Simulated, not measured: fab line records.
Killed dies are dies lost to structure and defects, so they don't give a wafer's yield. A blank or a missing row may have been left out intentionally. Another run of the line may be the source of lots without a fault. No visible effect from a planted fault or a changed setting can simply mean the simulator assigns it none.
Which tool did it?	flow n5Finfet	24 lots with 72 wafers sampled at 6 steps, on a route of 1938 steps

WHAT THE GAUGES SHOWED, per wafer
N5_BEOL_M5_INSPECT_13: inspects for defects (brightfield). Usual: rawDefectCount 423, standard deviation 110.
lot	measured	on	rawDefectCount	flag
L074	day 7 23:12	defectInspect-02	460 481 513	
L075	day 8 15:48	defectInspect-02	344 358 620	
L077	day 8 17:50	defectInspect-02	453 417 297	
L076	day 8 21:10	defectInspect-01	469 400 400	
L078	day 9 01:01	defectInspect-02	537 716 446	
L079	day 9 02:50	defectInspect-01	311 503 287	
L080	day 9 16:41	defectInspect-02	335 344 252	
L081	day 10 01:55	defectInspect-01	472 356 479	
L082	day 10 05:13	defectInspect-02	450 547 458	
L083	day 10 09:11	defectInspect-01	361 269 364	
L085	day 11 00:38	defectInspect-01	307 322 413	
L084	day 11 07:09	defectInspect-01	275 435 490	
L086	day 11 09:23	defectInspect-01	222 519 314	
L088	day 11 12:22	defectInspect-01	425 432 414	
L087	day 11 23:08	defectInspect-01	532 478 604	
L089	day 12 01:01	defectInspect-01	484 445 486	
L090	day 12 04:34	defectInspect-01	462 362 373	
L091	day 12 04:36	defectInspect-01	346 458 347	
L093	day 12 15:31	defectInspect-02	546 595 549	
L092	day 12 22:14	defectInspect-01	203 393 297	
L094	day 13 12:43	defectInspect-02	386 374 354	
L095	day 13 14:56	defectInspect-02	807 598 543	
L096	day 13 22:27	defectInspect-01	290 291 379	
L097	day 14 05:58	defectInspect-02	370 385 387	

N5_BEOL_M6_CD_MEAS_18: pitch 80 nm, target cd 40 nm. Usual: cdNm 40.0 nm, standard deviation 0.49.
lot	measured	on	cdNm (nm)	flag
L074	day 8 12:28	cdSem-01	40.7 40.3 40.0	
L075	day 9 06:16	cdSem-03	40.0 39.5 40.3	
L077	day 9 06:25	cdSem-01	39.7 40.1 40.3	
L076	day 9 10:21	cdSem-03	41.0 40.8 40.5	
L078	day 9 13:54	cdSem-01	39.4 39.0 38.9	
L079	day 9 14:04	cdSem-03	38.9 39.7 40.3	
L080	day 10 03:32	cdSem-01	40.6 40.0 40.4	
L081	day 10 13:23	cdSem-03	39.8 39.9 39.8	
L082	day 10 17:08	cdSem-03	40.2 40.6 39.7	
L083	day 10 21:10	cdSem-01	40.2 40.8 40.6	
L085	day 11 12:29	cdSem-01	39.4 40.3 40.0	
L084	day 11 22:07	cdSem-01	39.7 39.8 39.6	
L086	day 11 22:26	cdSem-02	40.1 40.1 40.1	
L088	day 12 02:07	cdSem-01	40.7 40.0 40.2	
L087	day 12 11:35	cdSem-02	40.9 40.4 40.4	
L089	day 12 12:41	cdSem-01	39.6 39.1 39.4	
L090	day 12 16:03	cdSem-02	40.7 41.1 40.9	
L091	day 12 19:58	cdSem-01	39.8 39.4 39.8	
L093	day 13 05:32	cdSem-03	39.7 40.4 40.1	
L092	day 13 09:41	cdSem-03	39.6 39.7 39.4	
L094	day 14 01:11	cdSem-01	40.2 40.1 40.3	
L095	day 14 06:35	cdSem-02	39.9 39.9 40.1	
L096	day 14 09:39	cdSem-01	39.8 40.3 39.5	
L097	day 14 19:08	cdSem-03	39.8 38.9 39.8	

WHAT TOOL EACH LOT RAN ON (gives the tool, then ch and the chambers of the sampled wafers, and finally the start)
lot	N5_BEOL_M5_STRIP_36	N5_BEOL_M5_TRENCH_ETCH_37	N5_BEOL_M5_SURFACE_TREAT_87	N5_BEOL_M5_SPUTTER_90
L074	rieDiel-02 ch 0,2,3, day 8 00:29	rieDiel-02 ch 0,2,3, day 8 01:58 or earlier	pvdSputter-02, day 8 01:58	pvdSputter-01, day 8 08:01
L075	rieDiel-03 ch 0,1, day 8 17:32	rieDiel-03 ch 0,1, day 8 19:51 or earlier	pvdSputter-01, day 8 19:51	pvdSputter-03, day 9 00:28
L077	rieDiel-02 ch 0,1,3, day 8 19:42	rieDiel-02 ch 0,1,3, day 8 21:21 or earlier	pvdSputter-02, day 8 21:21	pvdSputter-02, day 9 02:00
L076	rieDiel-03 ch 1,2,3, day 9 00:32	rieDiel-03 ch 1,2,3, day 9 02:13 or earlier	pvdSputter-02, day 9 02:13	pvdSputter-02, day 9 06:49
L078	rieDiel-01 ch 0,1, day 9 04:48	rieDiel-01 ch 0,1, day 9 06:15 or earlier	pvdSputter-03, day 9 06:15	pvdSputter-01, day 9 10:51
L079	rieDiel-02 ch 0,3, day 9 04:52	rieDiel-02 ch 0,3, day 9 06:17 or earlier	pvdSputter-03, day 9 06:17	pvdSputter-03, day 9 11:13
L080	rieDiel-01 ch 0,1,3, day 9 17:49	rieDiel-01 ch 0,1,3, day 9 18:56 or earlier	pvdSputter-03, day 9 18:56	pvdSputter-03, day 9 23:29
L081	rieDiel-03 ch 0,3, day 10 03:14	rieDiel-03 ch 0,3, day 10 05:31 or earlier	pvdSputter-01, day 10 05:31	pvdSputter-02, day 10 10:05
L082	rieDiel-01 ch 0,3, day 10 07:38	rieDiel-01 ch 0,3, day 10 08:47 or earlier	pvdSputter-03, day 10 08:47	pvdSputter-03, day 10 13:26
L083	rieDiel-02 ch 0,2,3, day 10 11:46	rieDiel-02 ch 0,2,3, day 10 13:05 or earlier	pvdSputter-02, day 10 13:05	pvdSputter-03, day 10 17:52
L085	rieDiel-02 ch 1,2,3, day 11 02:22	rieDiel-02 ch 1,2,3, day 11 04:29 or earlier	pvdSputter-01, day 11 04:29	pvdSputter-01, day 11 09:05
L084	rieDiel-01 ch 0,1,3, day 11 10:29	rieDiel-01 ch 0,1,3, day 11 11:46 or earlier	pvdSputter-02, day 11 11:46	pvdSputter-02, day 11 16:27
L086	rieDiel-03 ch 1,2, day 11 10:52	rieDiel-03 ch 1,2, day 11 12:22 or earlier	pvdSputter-03, day 11 12:22	pvdSputter-01, day 11 17:13
L088	rieDiel-02 ch 0,1,3, day 11 15:13	rieDiel-02 ch 0,1,3, day 11 16:52 or earlier	pvdSputter-03, day 11 16:52	pvdSputter-02, day 11 21:28
L087	rieDiel-02 ch 0,1,2, day 12 00:26	rieDiel-02 ch 0,1,2, day 12 01:32 or earlier	pvdSputter-03, day 12 01:32	pvdSputter-02, day 12 06:11
L089	rieDiel-03 ch 0,2,3, day 12 02:18	rieDiel-03 ch 0,2,3, day 12 04:15 or earlier	pvdSputter-01, day 12 04:15	pvdSputter-01, day 12 08:58
L090	rieDiel-01 ch 0,1,2, day 12 06:19	rieDiel-01 ch 0,1,2, day 12 07:35 or earlier	pvdSputter-02, day 12 07:35	pvdSputter-02, day 12 12:13
L091	rieDiel-02 ch 0,1, day 12 06:37	rieDiel-02 ch 0,1, day 12 07:50 or earlier	pvdSputter-02, day 12 07:50	pvdSputter-01, day 12 13:29
L093	rieDiel-03 ch 1,2,3, day 12 17:57	rieDiel-03 ch 1,2,3, day 12 19:28 or earlier	pvdSputter-02, day 12 19:28	pvdSputter-03, day 13 00:02
L092	rieDiel-03 ch 1,3, day 12 23:52	rieDiel-03 ch 1,3, day 13 01:02 or earlier	pvdSputter-01, day 13 01:02	pvdSputter-02, day 13 05:38
L094	rieDiel-03 ch 0,2,3, day 13 14:37	rieDiel-03 ch 0,2,3, day 13 15:53 or earlier	pvdSputter-02, day 13 15:53	pvdSputter-02, day 13 20:29
L095	rieDiel-03 ch 1,2,3, day 13 19:04	rieDiel-03 ch 1,2,3, day 13 20:32 or earlier	pvdSputter-03, day 13 20:32	pvdSputter-02, day 14 01:10
L096	rieDiel-03 ch 0,1, day 13 23:44	rieDiel-03 ch 0,1, day 14 01:00 or earlier	pvdSputter-01, day 14 01:00	pvdSputter-02, day 14 05:35
L097	rieDiel-03 ch 2,3, day 14 08:31	rieDiel-03 ch 2,3, day 14 09:38 or earlier	pvdSputter-03, day 14 09:38	pvdSputter-03, day 14 14:14
- N5_BEOL_M5_STRIP_36: strips in N2/H2.
- N5_BEOL_M5_TRENCH_ETCH_37: etches SiCOH lowk in C4F6/O2, target depth 71.652 nm, time 24.7 s.
- N5_BEOL_M5_SURFACE_TREAT_87
- N5_BEOL_M5_SPUTTER_90: material Cu, target thk 4.5 nm, time 8.29 s.

WHAT THE TOOLS THEMSELVES READ (means of the sampled wafers that have a number; where no wafer has one, the mark that the record gives instead)
N5_BEOL_M5_STRIP_36. Usual: drypumpMotorCurrentA 5.8 A, standard deviation 0.5; h2FlowSccm 200.1 sccm, standard deviation 0.61; oesProductAu 0.81 a.u., standard deviation 0.078; rfVppV 59.4 V, standard deviation 1.4; showerheadPlenumPTorr 2.58 Torr, standard deviation 0.08; throttleValvePct 23.51 %, standard deviation 0.18.
lot	tool	drypumpMotorCurrentA (A)	h2FlowSccm (sccm)	oesProductAu (a.u.)	rfVppV (V)	showerheadPlenumPTorr (Torr)	throttleValvePct (%)	flag
L074	rieDiel-02	5.4	199.8	0.76	58.6	2.58	23.53	
L075	rieDiel-03	6.3	200.3	0.80	59.0	2.58	23.41	
L077	rieDiel-02	5.6	200.4	0.71	60.0	2.59	23.65	
L076	rieDiel-03	6.3	200.3	0.83	60.8	2.64	23.53	
L078	rieDiel-01	5.8	199.8	0.82	60.6	2.64	23.61	
L079	rieDiel-02	5.3	200.5	0.71	58.8	2.62	23.51	
L080	rieDiel-01	5.7	199.6	0.84	59.8	2.60	23.56	
L081	rieDiel-03	5.7	199.9	0.90	59.2	2.52	23.22	
L082	rieDiel-01	5.7	200.0	0.84	59.3	2.65	23.57	
L083	rieDiel-02	5.3	200.6	0.74	58.6	2.57	23.56	
L085	rieDiel-02	5.3	199.8	0.82	61.4	2.51	23.59	
L084	rieDiel-01	5.7	199.4	0.81	59.8	2.59	23.58	
L086	rieDiel-03	6.5	200.3	0.79	58.8	2.67	23.55	
L088	rieDiel-02	5.6	199.5	0.79	60.2	2.58	23.56	
L087	rieDiel-02	5.7	199.9	0.82	59.4	2.53	23.58	
L089	rieDiel-03	5.9	200.3	0.87	60.3	2.59	23.39	
L090	rieDiel-01	5.4	200.3	0.79	59.3	2.55	23.47	
L091	rieDiel-02	6.0	200.4	0.80	60.1	2.59	23.53	
L093	rieDiel-03	6.3	200.3	0.80	60.3	2.63	23.57	
L092	rieDiel-03	6.0	200.4	0.80	59.5	2.58	23.56	
L094	rieDiel-03	5.9	200.1	0.85	58.5	2.58	23.41	
L095	rieDiel-03	6.3	200.3	0.78	60.1	2.62	23.59	
L096	rieDiel-03	6.0	200.3	0.81	58.3	2.52	23.28	
L097	rieDiel-03	6.2	200.2	0.82	59.8	2.65	23.55	

N5_BEOL_M5_TRENCH_ETCH_37. Usual: drypumpMotorCurrentA 5.8 A, standard deviation 0.5; mfcArSccm 299.9 sccm, standard deviation 0.92; oesProductAu 0.81 a.u., standard deviation 0.078; rfVppV 667 V, standard deviation 4.9; showerheadPlenumPTorr 2.89 Torr, standard deviation 0.081; throttleValvePct 20.82 %, standard deviation 0.24.
lot	tool	drypumpMotorCurrentA (A)	mfcArSccm (sccm)	oesProductAu (a.u.)	rfVppV (V)	showerheadPlenumPTorr (Torr)	throttleValvePct (%)	flag
L074	rieDiel-02	5.4	300.1	0.75	665	2.88	20.83	
L075	rieDiel-03	6.3	300.2	0.80	669	2.89	20.75	
L077	rieDiel-02	5.6	299.1	0.71	667	2.89	20.99	
L076	rieDiel-03	6.2	301.2	0.84	664	2.95	20.81	
L078	rieDiel-01	5.8	299.4	0.82	669	2.96	20.98	
L079	rieDiel-02	5.3	300.1	0.71	669	2.93	20.88	
L080	rieDiel-01	5.7	299.7	0.82	672	2.92	20.92	
L081	rieDiel-03	5.7	298.7	0.91	671	2.82	20.53	
L082	rieDiel-01	5.7	300.7	0.85	672	2.97	21.00	
L083	rieDiel-02	5.4	299.5	0.75	665	2.87	20.86	
L085	rieDiel-02	5.3	299.2	0.82	665	2.83	21.04	
L084	rieDiel-01	5.7	299.1	0.82	672	2.92	20.95	
L086	rieDiel-03	6.5	301.1	0.79	662	2.97	20.82	
L088	rieDiel-02	5.6	300.2	0.80	667	2.88	20.87	
L087	rieDiel-02	5.7	300.6	0.82	664	2.83	20.85	
L089	rieDiel-03	6.0	300.4	0.87	668	2.89	20.66	
L090	rieDiel-01	5.4	299.7	0.79	667	2.86	20.86	
L091	rieDiel-02	6.0	300.0	0.80	666	2.89	20.70	
L093	rieDiel-03	6.3	299.3	0.80	665	2.93	20.86	
L092	rieDiel-03	6.0	299.6	0.81	667	2.89	20.88	
L094	rieDiel-03	5.9	300.2	0.85	667	2.88	20.68	
L095	rieDiel-03	6.2	299.9	0.79	665	2.93	20.87	
L096	rieDiel-03	6.0	298.9	0.81	670	2.82	20.62	
L097	rieDiel-03	6.2	299.8	0.84	662	2.95	20.81	

N5_BEOL_M5_SURFACE_TREAT_87. Usual: arFlowSccm 30.00 sccm, standard deviation 0.087.
lot	tool	arFlowSccm (sccm)	flag
L074	pvdSputter-02	29.98	
L075	pvdSputter-01	30.00	
L077	pvdSputter-02	30.06	
L076	pvdSputter-02	29.97	
L078	pvdSputter-03	29.95	
L079	pvdSputter-03	30.01	
L080	pvdSputter-03	30.05	
L081	pvdSputter-01	29.94	
L082	pvdSputter-03	30.00	
L083	pvdSputter-02	29.95	
L085	pvdSputter-01	29.97	
L084	pvdSputter-02	30.05	
L086	pvdSputter-03	30.00	
L088	pvdSputter-03	29.87	
L087	pvdSputter-03	30.01	
L089	pvdSputter-01	30.00	
L090	pvdSputter-02	29.85	
L091	pvdSputter-02	30.01	
L093	pvdSputter-02	30.06	
L092	pvdSputter-01	30.01	
L094	pvdSputter-02	29.99	
L095	pvdSputter-03	30.05	
L096	pvdSputter-01	30.06	
L097	pvdSputter-03	29.94	

N5_BEOL_M5_SPUTTER_90. Usual: chuckGasFlowSccm 1.27 sccm, standard deviation 0.056; throttleValvePct 30.3 %, standard deviation 0.89.
lot	tool	chuckGasFlowSccm (sccm)	throttleValvePct (%)	flag
L074	pvdSputter-01	1.27	31.0	
L075	pvdSputter-03	1.28	30.0	
L077	pvdSputter-02	1.30	30.4	
L076	pvdSputter-02	1.29	30.3	
L078	pvdSputter-01	1.32	30.3	
L079	pvdSputter-03	1.21	29.1	
L080	pvdSputter-03	1.23	30.3	
L081	pvdSputter-02	1.25	30.1	
L082	pvdSputter-03	1.26	29.7	
L083	pvdSputter-03	1.25	30.6	
L085	pvdSputter-01	1.29	31.0	
L084	pvdSputter-02	1.25	29.6	
L086	pvdSputter-01	1.33	30.2	
L088	pvdSputter-02	1.23	30.2	
L087	pvdSputter-02	1.26	30.2	
L089	pvdSputter-01	1.29	29.8	
L090	pvdSputter-02	1.27	29.6	
L091	pvdSputter-01	1.28	30.5	
L093	pvdSputter-03	1.24	30.3	
L092	pvdSputter-02	1.33	30.5	
L094	pvdSputter-02	1.27	30.4	
L095	pvdSputter-02	1.31	30.1	
L096	pvdSputter-02	1.23	30.1	
L097	pvdSputter-03	1.23	30.6	

THE ANSWER, worked out from the rows above alone
Rule: lot off if the mean of its wafers having a number is beyond 3 standard deviations from the usual mean. Also off: a lot with no number at a reading for which 4 or more lots have one. The other lots that the step has rows for count as sound. The gauges are gone through in route order, then the tools' own readings, and for those a lot's mean is taken as printed above. The first step at which some lot is off is used, and at that step the reading that is off furthest; a lot without a number counts as furthest.
None of the lots is off at any reading shown; this tells nothing.

WHAT THE SIMULATOR PUT IN
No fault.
